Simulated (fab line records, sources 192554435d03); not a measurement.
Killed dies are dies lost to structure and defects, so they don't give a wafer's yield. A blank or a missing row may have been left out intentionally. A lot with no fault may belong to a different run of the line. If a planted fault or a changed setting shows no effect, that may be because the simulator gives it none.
Split-lot study	flow n5_finfet	on a route of 1938 steps: 7 lots, 39 wafers read

THE SPLIT ITSELF
At N5_BEOL_M12_TRENCH_ETCH_34 (etches SiOC in C4F8/O2/Ar, target depth 318.95 nm, time 125.5 s), the setting time_s was moved away from the recipe's 125.5 s on 9 of the 39 wafers read, by -49.8% to -37.5%. For the rest of the wafers, this setting stayed at what the recipe calls for.

FROM THE SPLIT TO THE READING: what the file shows between them, 10 steps
- N5_BEOL_M12_STRIP_70: strips in C4F8/O2/Ar
- N5_BEOL_M12_OCD_MEAS_35
- N5_BEOL_M12_STRIP_37: strips in N2/H2
- N5_BEOL_M12_ETCH_38: etches SiCN in CF4/N2, target depth 68.7 nm, time 73.4 s
- N5_BEOL_M12_ECD_47: material Cu, target thk 720 nm
- N5_BEOL_M12_ANNEAL_48: time 90 s
- N5_BEOL_M12_CMP_49: polishes, stops on SiOC, t overpolish 20.6 s, target thk 320 nm
- N5_BEOL_M12_THK_MEAS_50: measures by xrf
- N5_BEOL_M12_PRE_CLEAN_52: time 15 s
- N5_BEOL_M12_DEP_53: deposits SiCN from 3MS/NH3, target thk 30 nm, time 10.5 s

THE READING
M12_RS in ohm/sq, measured at N5_BEOL_M12_RS_MEAS_54 by four-point-probe. A value of 0.0601 ohm/sq with a standard deviation of 0.0013 ohm/sq is what fault-free wafers of this fab line usually give.

wafer	tool, chamber at the split	time_s as run, s	against the recipe	M12_RS, ohm/sq	against lot-mates on the recipe
L079.1	rie_diel-05, 1	125.5	recipe	0.0592	-
L079.2	rie_diel-05, 2	125.5	recipe	0.0582	-
L079.3	rie_diel-05, 3	125.5	recipe	0.0578	-
L079.4	rie_diel-05, 0	125.5	recipe	0.0617	-
L079.5	rie_diel-05, 3	125.5	recipe	0.0579	-
L079.6	rie_diel-05, 2	125.5	recipe	0.0589	-
L080.1	rie_diel-05, 2	125.5	recipe	0.0590	-
L080.2	rie_diel-05, 1	125.5	recipe	0.0596	-
L080.3	rie_diel-05, 3	78.41	-37.5%	0.0953	+0.0351
L080.4	rie_diel-05, 0	78.41	-37.5%	0.1010	+0.0408
L080.5	rie_diel-05, 3	78.41	-37.5%	0.0944	+0.0342
L080.6	rie_diel-05, 0	125.5	recipe	0.0620	-
L087.2	rie_diel-05, 1	125.5	recipe	0.0597	-
L087.3	rie_diel-05, 2	125.5	recipe	0.0600	-
L087.5	rie_diel-05, 1	125.5	recipe	0.0599	-
L089.1	rie_diel-03, 2	125.5	recipe	0.0621	-
L089.2	rie_diel-03, 0	125.5	recipe	0.0597	-
L089.3	rie_diel-03, 3	125.5	recipe	0.0603	-
L089.4	rie_diel-03, 1	125.5	recipe	0.0596	-
L089.5	rie_diel-03, 0	125.5	recipe	0.0592	-
L089.6	rie_diel-03, 3	125.5	recipe	0.0611	-
L092.1	rie_diel-03, 3	125.5	recipe	0.0611	-
L092.2	rie_diel-03, 0	62.98	-49.8%	0.1231	+0.0621
L092.3	rie_diel-03, 2	125.5	recipe	0.0623	-
L092.4	rie_diel-03, 1	62.98	-49.8%	0.1237	+0.0627
L092.5	rie_diel-03, 0	125.5	recipe	0.0597	-
L092.6	rie_diel-03, 1	62.98	-49.8%	0.1248	+0.0638
L096.1	rie_diel-03, 0	125.5	recipe	0.0599	-
L096.2	rie_diel-03, 1	73.7	-41.3%	0.1059	+0.0445
L096.3	rie_diel-03, 2	125.5	recipe	0.0623	-
L096.4	rie_diel-03, 3	73.7	-41.3%	0.1079	+0.0465
L096.5	rie_diel-03, 3	73.7	-41.3%	0.1082	+0.0468
L096.6	rie_diel-03, 2	125.5	recipe	0.0621	-
L097.1	rie_diel-04, 2	125.5	recipe	0.0604	-
L097.2	rie_diel-04, 1	125.5	recipe	0.0584	-
L097.3	rie_diel-04, 0	125.5	recipe	0.0587	-
L097.4	rie_diel-04, 3	125.5	recipe	0.0594	-
L097.5	rie_diel-04, 2	125.5	recipe	0.0610	-
L097.6	rie_diel-04, 3	125.5	recipe	0.0591	-

FIT RESULTS
A straight line over all 39 wafers: M12_RS changes by -0.00117 ohm/sq for each +1% of time_s; r = -0.99; the points scatter about the line by 0.003 ohm/sq.
The same after taking each lot's own level away (the mean of its wafers on the recipe; 39 wafers): -0.00115 ohm/sq for each +1%; r = -0.99; scatter 0.0028 ohm/sq.
The reading moves by 0.057 ohm/sq for the largest change in time_s, on that fit.
The lots' own levels span 0.05895 to 0.06143 ohm/sq, that is 1.9 times the standard deviation above.
The two slopes are in agreement: the lot-to-lot level therefore moves the slope only a little.
Check: for one of the wafers moved furthest among these (-49.8%), held out of the fit, the line's prediction against its lot-mates is +0.0562 ohm/sq. Against them it came out at +0.0621 ohm/sq.

OTHER SPLITS APPLIED TO THESE WAFERS
Before the reading, these wafers also passed through other splits. Each is held against what the fit with the lots' levels taken away leaves over:
other split on the same wafers	wafers away from the commonest value	r with M12_RS (lot level and that fit taken away)
N5_BEOL_M10_TRENCH_ETCH_37 time_s	12	-0.24

THE WHOLE CHAIN: every reading that the file lists as answering this split, in the file's order
step	what it does	reading	change (the file's fit)	r (the file's)
N5_BEOL_M12_TRENCH_ETCH_34	etches SiOC in C4F8/O2/Ar, target depth 318.95 nm, time 125.5 s	etch.depth_nm (the simulator's own value, which no gauge read)	+3.09 nm for each +1% of the setting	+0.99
N5_BEOL_M12_OCD_MEAS_35		trench_depth_nm	+3.09 nm for each +1% of the setting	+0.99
N5_BEOL_M12_CMP_49	polishes, stops on SiOC, t overpolish 20.6 s, target thk 320 nm	Cu_of_BEOL_M12_ECD_47.thk_nm (the simulator's own value, which no gauge read)	+3.08 nm for each +1% of the setting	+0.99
N5_BEOL_M12_THK_MEAS_50	measures by xrf	M12_THK	+2.99 for each +1% of the setting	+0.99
N5_BEOL_M12_RS_MEAS_54	measures by four-point-probe	M12_RS	-0.00114 for each +1% of the setting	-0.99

FILE'S OWN FIT
M12_RS changes by -0.00114 ohm/sq for each +1% of time_s, r = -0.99.
